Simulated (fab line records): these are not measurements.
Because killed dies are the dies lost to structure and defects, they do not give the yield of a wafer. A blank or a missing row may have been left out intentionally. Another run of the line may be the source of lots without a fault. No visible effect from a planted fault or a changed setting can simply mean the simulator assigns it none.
fab line records -- flow n5_finfet
record lots=7, wafers=21
route steps=1938 shown BEOL_M6@1204 BEOL_M7@1305 BEOL_M8@1359
start_h: hours from the record's opening day to when the first of the lot's shown wafers began -- wait_h: time in hours since the lot's previous step -- " repeats the value in the row above -- L1.1+2: several wafers, shown together as one row -- - either no value or no given start -- * or withheld: withheld -- < > ~ a bound
route shown NAME@n: a module of which the file shows steps, and the number in the route of the first -- usual: mean/standard deviation of fault-free wafers -- same: alike in all rows -- chamber/n: place in a boat -- sites: per-site readings -- _std_site: their standard deviation -- _edge_site: mean of outer sites minus mean of inner sites -- radius_mm: for every site, how far away it sits from the centre of the wafer -- mask NAME#n: copy n -- behind: the last tool/chamber to shape the wafer -- hold: the reason the lot was held/the length of the hold in hours/how it ended -- device: whichever transistor did not switch (one of n, p or np) -- end of line: the tests these same wafers got at the end of their route -- for a step that has no rows: nothing shown but its recipe -- killed: the dies lost at the first sort to structure and to defects; this is not the yield of the wafer -- map: shows each die of a wafer: x if killed, . if not, _ if none is there
set.NAME: the run value of the setting; set.NAME@STEP: its run value at that earlier step -- model.NAME: the simulator's own value behind a step, which no gauge read
lots run with intentionally changed settings; tables by step, rows by wafer
## steps
# step N5_BEOL_M6_EXPOSE_08
# recipe mask_id=M6, na=1.35, source_shape=dipole, sigma_inner=0.817, sigma_outer=0.97, polarization=te, dose_mj=68.25
lot.wafer,tool,chamber,start_h,wait_h,mask,set.dose_mj
L075.1+3,arfi_scanner-01,0,200.87,-,M6#0,68.25
L075.6,arfi_scanner-01,0,200.87,-,M6#0,72.96
L080.2,arfi_scanner-01,0,227.51,-,M6#0,73.14
L080.3+5,arfi_scanner-01,0,227.51,-,M6#0,68.25
L085.3+5+6,arfi_scanner-02,0,249.11,-,M6#0,68.25
L084.1+5,arfi_scanner-02,0,251.34,-,M6#0,64.96
L084.6,arfi_scanner-02,0,251.34,-,M6#0,68.25
L089.2,arfi_scanner-02,0,280.66,-,M6#0,68.25
L089.5+6,arfi_scanner-02,0,280.66,-,M6#0,72.7
L094.1+2+4,arfi_scanner-01,0,328.57,-,M6#0,72.84
L096.1+3,arfi_scanner-03,0,348.43,-,M6#0,68.25
L096.6,arfi_scanner-03,0,348.43,-,M6#0,65.45
# step N5_BEOL_M6_PEB_09
# recipe peb_temp_c=withheld, peb_time_s=60, resist=CAR-ArF
# step N5_BEOL_M6_DEVELOP_10
# recipe develop_time_s=30, developer=TMAH, resist=CAR-ArF, rinse_liquid=diw, dry=air_spin, dev_temp_c=23
# step N5_BEOL_M6_CD_MEAS_11
# recipe target_cd_nm=38.5, landing_energy_ev=500, detector=se_inlens, polarity=opening
# usual cd_nm=38.4/0.55
lot.wafer,tool,chamber,start_h,wait_h,set.dose_mj@BEOL_M6_EXPOSE_08,cd_nm
L075.1,cd_sem-02,0,201.00,-,68.25,39.4
L075.3,cd_sem-02,0,201.00,-,68.25,39.5
L075.6,cd_sem-02,0,201.00,-,72.96,41.8
L080.2,cd_sem-03,0,227.63,-,73.14,41.7
L080.3,cd_sem-03,0,227.63,-,68.25,37.6
L080.5,cd_sem-03,0,227.63,-,68.25,37.7
L085.3,cd_sem-03,0,249.23,-,68.25,38.8
L085.5,cd_sem-03,0,249.23,-,68.25,38.6
L085.6,cd_sem-03,0,249.23,-,68.25,38.5
L084.1,cd_sem-02,0,251.47,-,64.96,36.2
L084.5,cd_sem-02,0,251.47,-,64.96,35.8
L084.6,cd_sem-02,0,251.47,-,68.25,38.8
L089.2,cd_sem-01,0,280.78,-,68.25,37.8
L089.5,cd_sem-01,0,280.78,-,72.7,40.8
L089.6,cd_sem-01,0,280.78,-,72.7,41.1
L094.1,cd_sem-02,0,328.70,-,72.84,41.2
L094.2,cd_sem-02,0,328.70,-,72.84,40.9
L094.4,cd_sem-02,0,328.70,-,72.84,41.6
L096.1,cd_sem-02,0,348.56,-,68.25,39.7
L096.3,cd_sem-02,0,348.56,-,68.25,38.1
L096.6,cd_sem-02,0,348.56,-,65.45,36.5
# step N5_BEOL_M6_DESCUM_16
# recipe chemistry=O2, time_s=7.9, source_power_w=50, bias_power_w=20, pressure_mtorr=20, rf_frequency_hz=2.712e+07, temp_c=40, resist=CAR-ArF, o2_flow_sccm=225
# step N5_BEOL_M6_ETCH_61
# recipe chemistry=CF4, target=SiARC, target_depth_a=455, mask_material=CAR-ArF, time_s=75.8, ion_energy_ev=80, pressure_mtorr=40, source_w=545, bias_w=36, Ar_flow_sccm=100, cf4_flow_sccm=100, ends=cleared
lot.wafer,tool,chamber,start_h,wait_h,set.dose_mj@BEOL_M6_EXPOSE_08,model.BEOL_M6.cd_offset_nm
L075.1,rie_diel-04,3,201.12,0.0,68.25,0.6
L075.3,rie_diel-04,1,201.12,0.0,68.25,0.8
L075.6,rie_diel-04,2,201.12,0.0,72.96,3.2
L080.2,rie_diel-05,1,227.77,0.0,73.14,3.2
L080.3,rie_diel-05,3,227.77,0.0,68.25,-1.4
L080.5,rie_diel-05,0,227.77,0.0,68.25,-0.8
L085.3,rie_diel-05,2,249.66,0.0,68.25,0
L085.5+6,rie_diel-05,"0,2",249.66,0.0,68.25,0.2
L084.1,rie_diel-06,0,252.08,0.0,64.96,-2.6
L084.5,rie_diel-06,1,252.08,0.0,64.96,-2.8
L084.6,rie_diel-06,2,252.08,0.0,68.25,-0.2
L089.2,rie_diel-04,0,280.91,0.0,68.25,-0.4
L089.5,rie_diel-04,3,280.91,0.0,72.7,2.4
L089.6,rie_diel-04,2,280.91,0.0,72.7,3
L094.1+2,rie_diel-05,"1,0",328.82,0.0,72.84,2.4
L094.4,rie_diel-05,3,328.82,0.0,72.84,2.8
L096.1,rie_diel-06,1,348.68,0.0,68.25,0.8
L096.3,rie_diel-06,0,348.68,0.0,68.25,0
L096.6,rie_diel-06,3,348.68,0.0,65.45,-2.2
# step N5_BEOL_M6_ETCH_62
# recipe chemistry=N2/H2, target=SOC, target_depth_a=1100, overetch_a=220, mask_material=SiARC, temp_c=40, time_s=165, ion_energy_ev=200, pressure_mtorr=30, source_w=840, bias_w=150, n2_flow_sccm=200, h2_flow_sccm=200
# usual rf_vpp_V=524.4/2.8
lot.wafer,tool,chamber,start_h,wait_h,set.bias_w,rf_vpp_V,model.SiARC_of_BEOL_M6_COAT_60.thk_nm
L075.1,rie_diel-04,3,201.18,0.0,124.3,462.6,29.6
L075.3,rie_diel-04,1,201.18,0.0,150,525.9,28
L075.6,rie_diel-04,2,201.18,0.0,124.3,467.1,29.4
L080.2,rie_diel-05,1,227.82,0.0,135.7,494.1,28.4
L080.3,rie_diel-05,3,227.82,0.0,135.7,493.3,29
L080.5,rie_diel-05,0,227.82,0.0,150,520.9,28.4
L085.3,rie_diel-05,2,249.72,0.0,150,528.9,28.2
L085.5,rie_diel-05,0,249.72,0.0,150,519.9,28.4
L085.6,rie_diel-05,2,249.72,0.0,150,527.8,28
L084.1,rie_diel-06,0,252.13,0.0,150,528.4,28.4
L084.5,rie_diel-06,1,252.13,0.0,150,520.1,28.2
L084.6,rie_diel-06,2,252.13,0.0,150,522.3,28.2
L089.2,rie_diel-04,0,280.96,0.0,150,523.7,28
L089.5,rie_diel-04,3,280.96,0.0,150,519.7,28
L089.6,rie_diel-04,2,280.96,0.0,150,525.0,28
L094.1,rie_diel-05,1,328.88,0.0,158.5,544.6,27.4
L094.2,rie_diel-05,0,328.88,0.0,150,519.8,28.6
L094.4,rie_diel-05,3,328.88,0.0,158.5,544.2,27.6
L096.1,rie_diel-06,1,348.74,0.0,159.6,542.1,27.8
L096.3,rie_diel-06,0,348.74,0.0,150,528.0,28.4
L096.6,rie_diel-06,3,348.74,0.0,150,525.5,28.4
# step N5_BEOL_M6_STRIP_68
# recipe chemistry=N2/H2, temp_c=40, n2_flow_sccm=200, h2_flow_sccm=200, rf_frequency_hz=6e+07
# step N5_BEOL_M6_STRIP_67
# recipe chemistry=CF4, resist=SiARC, power_w=300, bias_power_w=75, pressure_mtorr=50, cf4_flow_sccm=150, rf_frequency_hz=6e+07
# step N5_BEOL_M6_HM_OPEN_17
# recipe chemistry=Cl2/BCl3, target_depth_a=200, overetch_a=60, target=TiN, mask_material=SOC, ion_energy_ev=150, pressure_mtorr=10, icp_w=1000, bias_w=126, Cl2_flow_sccm=53.25, bcl3_flow_sccm=21.75, Ar_flow_sccm=25
# step N5_BEOL_M6_STRIP_19
# recipe chemistry=O2, power_w=400, temp_c=40, pressure_mtorr=30, rf_frequency_hz=6e+07, bias_power_w=0, overash_fraction=0.2, o2_flow_sccm=225
# step N5_BEOL_M6_CD_MEAS_18
# recipe pitch_nm=80, target_cd_nm=40
# usual cd_nm=39.8/0.61
lot.wafer,tool,chamber,start_h,wait_h,set.dose_mj@BEOL_M6_EXPOSE_08,cd_nm
L075.1,cd_sem-03,-,201.55,0.0,68.25,40.9
L075.3,cd_sem-03,-,201.55,0.0,68.25,41.2
L075.6,cd_sem-03,-,201.55,0.0,72.96,43.0
L080.2,cd_sem-01,-,228.29,0.1,73.14,43.3
L080.3,cd_sem-01,-,228.29,0.1,68.25,38.7
L080.5,cd_sem-01,-,228.29,0.1,68.25,38.7
L085.3,cd_sem-01,-,250.11,0.1,68.25,40.1
L085.5,cd_sem-01,-,250.11,0.1,68.25,39.9
L085.6,cd_sem-01,-,250.11,0.1,68.25,40.2
L084.1,cd_sem-03,-,252.71,0.0,64.96,37.2
L084.5,cd_sem-03,-,252.71,0.0,64.96,36.8
L084.6,cd_sem-03,-,252.71,0.0,68.25,39.6
L089.2,cd_sem-03,-,281.37,0.1,68.25,39.4
L089.5,cd_sem-03,-,281.37,0.1,72.7,42.6
L089.6,cd_sem-03,-,281.37,0.1,72.7,42.9
L094.1,cd_sem-03,-,329.24,0.0,72.84,42.1
L094.2,cd_sem-03,-,329.24,0.0,72.84,42.6
L094.4,cd_sem-03,-,329.24,0.0,72.84,42.6
L096.1,cd_sem-01,-,349.14,0.0,68.25,40.2
L096.3,cd_sem-01,-,349.14,0.0,68.25,39.9
L096.6,cd_sem-01,-,349.14,0.0,65.45,37.7
# step N5_BEOL_M6_TRENCH_ETCH_37
# recipe chemistry=C4F6/O2, target_depth_a=944.35, target=SiCOH_lowk, time_s=31.5, ion_energy_ev=250, pressure_mtorr=30, source_w=345, bias_w=185, Ar_flow_sccm=300, C4F6_flow_sccm=10, O2_flow_sccm=10
# usual rf_vpp_V=672/18
lot.wafer,tool,chamber,start_h,wait_h,set.bias_w,rf_vpp_V
L075.1,rie_diel-06,0,-,-,204.8,699
L075.3,rie_diel-06,3,-,-,185,658
L075.6,rie_diel-06,0,-,-,185,641
L080.2,rie_diel-04,1,-,-,174.8,661
L080.3,rie_diel-04,0,-,-,185,696
L080.5,rie_diel-04,0,-,-,174.8,666
L085.3,rie_diel-04,0,-,-,185,695
L085.5,rie_diel-04,1,-,-,185,691
L085.6,rie_diel-04,0,-,-,185,696
L084.1,rie_diel-06,3,-,-,158.5,580
L084.5,rie_diel-06,1,-,-,185,689
L084.6,rie_diel-06,0,-,-,185,645
L089.2,rie_diel-06,1,-,-,185,689
L089.5,rie_diel-06,2,-,-,185,679
L089.6,rie_diel-06,3,-,-,164,596
L094.1,rie_diel-06,1,-,-,167.2,636
L094.2,rie_diel-06,2,-,-,167.2,624
L094.4,rie_diel-06,3,-,-,185,657
L096.1,rie_diel-04,1,-,-,202.5,742
L096.3,rie_diel-04,0,-,-,185,695
L096.6,rie_diel-04,3,-,-,185,663
# step N5_BEOL_M6_ETCH_41
# recipe chemistry=CH3F/O2, target=SiCN, target_depth_a=297, taper_deg=2, time_s=52, ion_energy_ev=120, mask_material=TiN, pressure_mtorr=30, source_w=395, bias_w=75, Ar_flow_sccm=150, CH3F_flow_sccm=30, O2_flow_sccm=20
# step N5_BEOL_M6_STRIP_80
# recipe chemistry=N2/H2, time_s=10, power_w=450, temp_c=40, pressure_mtorr=20, rf_frequency_hz=6e+07, bias_power_w=7, n2_flow_sccm=200, h2_flow_sccm=200
# step N5_BEOL_M6_PRECLEAN_42
# recipe chemistry=residue_remover, time_s=60, temp_c=40
# step N5_BEOL_M6_SRD_43
# recipe time_s=30, temp_c=23, rinse_liquid=diw, dry=ipa_marangoni
# step N5_BEOL_M6_CD_MEAS_35
# recipe target_cd_nm=40, target_cd_y_nm=28, polarity=opening
# usual cd_nm=39.8/0.6
lot.wafer,tool,chamber,start_h,wait_h,set.dose_mj@BEOL_M6_EXPOSE_08,cd_nm
L075.1,cd_sem-01,-,203.92,0.0,68.25,40.8
L075.3,cd_sem-01,-,203.92,0.0,68.25,40.9
L075.6,cd_sem-01,-,203.92,0.0,72.96,43.0
L080.2,cd_sem-03,-,229.73,0.0,73.14,43.2
L080.3,cd_sem-03,-,229.73,0.0,68.25,38.6
L080.5,cd_sem-03,-,229.73,0.0,68.25,38.9
L085.3,cd_sem-02,-,252.07,0.0,68.25,39.8
L085.5,cd_sem-02,-,252.07,0.0,68.25,40.4
L085.6,cd_sem-02,-,252.07,0.0,68.25,40.4
L084.1,cd_sem-01,-,254.00,0.0,64.96,37.1
L084.5,cd_sem-01,-,254.00,0.0,64.96,36.4
L084.6,cd_sem-01,-,254.00,0.0,68.25,39.6
L089.2,cd_sem-02,-,285.27,0.0,68.25,39.2
L089.5,cd_sem-02,-,285.27,0.0,72.7,42.6
L089.6,cd_sem-02,-,285.27,0.0,72.7,42.9
L094.1,cd_sem-03,-,332.10,0.0,72.84,42.3
L094.2,cd_sem-03,-,332.10,0.0,72.84,42.2
L094.4,cd_sem-03,-,332.10,0.0,72.84,43.1
L096.1,cd_sem-01,-,352.12,0.0,68.25,40.0
L096.3,cd_sem-01,-,352.12,0.0,68.25,39.7
L096.6,cd_sem-01,-,352.12,0.0,65.45,37.6
# step N5_BEOL_M7_VIA_ETCH_34
# recipe chemistry=C4F6/O2, target=SiCOH_lowk, target_depth_a=1255, mask_material=SOC, taper_deg=4, time_s=50.5, ion_energy_ev=250, pressure_mtorr=30, source_w=345, bias_w=185, Ar_flow_sccm=300, C4F6_flow_sccm=10, O2_flow_sccm=10
# usual rf_vpp_V=658/9.8
lot.wafer,tool,chamber,start_h,wait_h,set.source_w,rf_vpp_V
L075.1,rie_diel-03,2,213.94,0.0,400.1,607
L075.3,rie_diel-03,3,213.94,0.0,400.1,608
L075.6,rie_diel-03,2,213.94,0.0,345,654
L080.2,rie_diel-02,1,242.47,0.0,367.4,626
L080.3,rie_diel-02,3,242.47,0.0,345,673
L080.5,rie_diel-02,0,242.47,0.0,367.4,631
L085.3,rie_diel-03,3,258.87,0.0,345,654
L085.5,rie_diel-03,2,258.87,0.0,345,657
L085.6,rie_diel-03,3,258.87,0.0,345,654
L084.1,rie_diel-03,1,260.71,0.0,345,651
L084.5,rie_diel-03,3,260.71,0.0,345,655
L084.6,rie_diel-03,0,260.71,0.0,345,664
L089.2,rie_diel-02,1,293.24,0.0,370.6,623
L089.5,rie_diel-02,2,293.24,0.0,345,660
L089.6,rie_diel-02,3,293.24,0.0,370.6,649
L094.1,rie_diel-01,0,339.45,0.0,361,638
L094.2,rie_diel-01,3,339.45,0.0,345,681
L094.4,rie_diel-01,2,339.45,0.0,361,649
L096.1,rie_diel-03,3,360.25,0.0,345,653
L096.3,rie_diel-03,2,360.25,0.0,345,655
L096.6,rie_diel-03,2,360.25,0.0,403.8,604
# step N5_BEOL_M7_TRENCH_ETCH_37
# recipe chemistry=C4F6/O2, target_depth_a=934.78, target=SiCOH_lowk, time_s=31.2, ion_energy_ev=250, pressure_mtorr=30, source_w=345, bias_w=185, Ar_flow_sccm=300, C4F6_flow_sccm=10, O2_flow_sccm=10
# usual rf_vpp_V=658/9.8
lot.wafer,tool,chamber,start_h,wait_h,set.source_w,rf_vpp_V
L075.1,rie_diel-03,2,-,-,345,654
L075.3,rie_diel-03,3,-,-,345,656
L075.6,rie_diel-03,2,-,-,399.1,608
L080.2,rie_diel-02,1,-,-,345,647
L080.3,rie_diel-02,3,-,-,345,672
L080.5,rie_diel-02,0,-,-,403.3,603
L085.3,rie_diel-03,3,-,-,345,655
L085.5,rie_diel-03,2,-,-,345,654
L085.6,rie_diel-03,3,-,-,345,655
L084.1,rie_diel-03,1,-,-,394,609
L084.5,rie_diel-03,3,-,-,394,612
L084.6,rie_diel-03,0,-,-,394,621
L089.2,rie_diel-02,1,-,-,345,646
L089.5,rie_diel-02,2,-,-,284.5,728
L089.6,rie_diel-02,3,-,-,284.5,744
L094.1,rie_diel-01,0,-,-,345,651
L094.2,rie_diel-01,3,-,-,319.9,707
L094.4,rie_diel-01,2,-,-,319.9,693
L096.1,rie_diel-03,3,-,-,345,656
L096.3,rie_diel-03,2,-,-,345,654
L096.6,rie_diel-03,2,-,-,345,652
# step N5_BEOL_M8_COAT_22
# recipe resist=CAR-EUV, spin_rpm=1500, resist_thk_nm=30
lot.wafer,tool,chamber,start_h,wait_h,set.spin_rpm,model.CAR-EUV_of_BEOL_M8_COAT_22.thk_nm
L075.1,litho_track-01,0,-,-,1500,30
L075.3+6,litho_track-01,0,-,-,1332,31.8
L080.2+5,litho_track-04,0,-,-,1500,29.8
L080.3,litho_track-04,0,-,-,1604,28.8
L085.3+6,litho_track-01,0,-,-,1500,30
L085.5,litho_track-01,0,-,-,1500,30.2
L084.1+5,litho_track-05,0,-,-,1500,29.8
L084.6,litho_track-05,0,-,-,1500,30
L089.2,litho_track-04,0,-,-,1500,30
L089.5+6,litho_track-04,0,-,-,1348,31.4
L094.1+4,litho_track-04,0,-,-,1554,29.4
L094.2,litho_track-04,0,-,-,1500,30
L096.1+3,litho_track-05,0,-,-,1500,30
L096.6,litho_track-05,0,-,-,1500,29.8
## key
split step=N5_BEOL_M6_EXPOSE_08, setting=dose_mj, stated=68.25, by=wafer
response step=N5_BEOL_M6_CD_MEAS_11, reading=cd_nm, change=+0.49, per=1%, r=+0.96
response step=N5_BEOL_M6_ETCH_61, reading=model.BEOL_M6.cd_offset_nm, change=+0.501, per=1%, r=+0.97
response step=N5_BEOL_M6_CD_MEAS_18, reading=cd_nm, change=+0.501, per=1%, r=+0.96
response step=N5_BEOL_M6_CD_MEAS_35, reading=cd_nm, change=+0.51, per=1%, r=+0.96
split step=N5_BEOL_M6_ETCH_62, setting=bias_w, stated=150, by=wafer
response step=N5_BEOL_M6_ETCH_62, reading=rf_vpp_V, change=+3.38, per=1%, r=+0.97
response step=N5_BEOL_M6_ETCH_62, reading=model.SiARC_of_BEOL_M6_COAT_60.thk_nm, change=-0.0844, per=1%, r=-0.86
split step=N5_BEOL_M6_TRENCH_ETCH_37, setting=bias_w, stated=185, by=wafer
response step=N5_BEOL_M6_TRENCH_ETCH_37, reading=rf_vpp_V, change=+5.75, per=1%, r=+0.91
split step=N5_BEOL_M7_VIA_ETCH_34, setting=source_w, stated=345, by=wafer
response step=N5_BEOL_M7_VIA_ETCH_34, reading=rf_vpp_V, change=-3.37, per=1%, r=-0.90
split step=N5_BEOL_M7_TRENCH_ETCH_37, setting=source_w, stated=345, by=wafer
response step=N5_BEOL_M7_TRENCH_ETCH_37, reading=rf_vpp_V, change=-4.04, per=1%, r=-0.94
split step=N5_BEOL_M8_COAT_22, setting=spin_rpm, stated=1500, by=wafer
response step=N5_BEOL_M8_COAT_22, reading=model.CAR-EUV_of_BEOL_M8_COAT_22.thk_nm, change=-0.15, per=1%, r=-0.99
